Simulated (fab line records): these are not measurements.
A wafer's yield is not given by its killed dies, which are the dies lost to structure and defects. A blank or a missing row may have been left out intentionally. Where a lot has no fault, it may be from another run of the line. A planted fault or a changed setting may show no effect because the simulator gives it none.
Matching of chambers	flow n5Finfet	N5_SD_EPI_P_SD_RECESS_17 on rieSi-02: 4 sister chambers
The step chemistry HBr/Cl2/O2, target depth 39.1 nm, bt time 3 s. 7 wafers are shown with their chamber, then 7 later ones without.

WAFERS WITH THEIR CHAMBER
wafer	chamber	drypumpMotorCurrentA (A)	oesProductAu (a.u.)
L078.3	2	6.5	0.977
L078.6	3	5.8	0.998
L080.3	3	5.9	1.006
L081.4	0	5.7	1.001
L081.5	1	5.1	1.001
L082.1	1	5.1	0.998
L082.2	0	5.7	0.997

WAFERS MISSING THEIR CHAMBER
wafer	drypumpMotorCurrentA (A)	oesProductAu (a.u.)
L082.5	6.5	0.977
L085.3	6.5	0.985
L085.4	5.1	0.989
L085.5	6.5	0.987
L090.3	5.9	1.009
L090.4	6.5	0.967
L090.6	6.5	0.986

EACH ONE'S CHAMBER
wafer	from the rows above	in truth
L082.5	2	2
L085.3	2	2
L085.4	1	1
L085.5	2	2
L090.3	3	3
L090.4	2	2
L090.6	2	2
Correct placement for 7 of the 7. Left unplaced by these rows: 0. 0 placed wrongly.
How it was worked out, from the rows above alone: a wafer's distance from a chamber is the root of the sum, over the readings, of the square of ((its reading less the chamber's mean) divided by the reading's scatter). If the next closest chamber is less than 2 further off than the closest, the wafer can't be placed; otherwise it belongs to the closest. The mean given for a chamber averages the wafers shown for that chamber. The scatter: take each reading less its chamber's mean, square it, sum over the shown wafers, divide by the number of wafers less the number of chambers, and take the root.
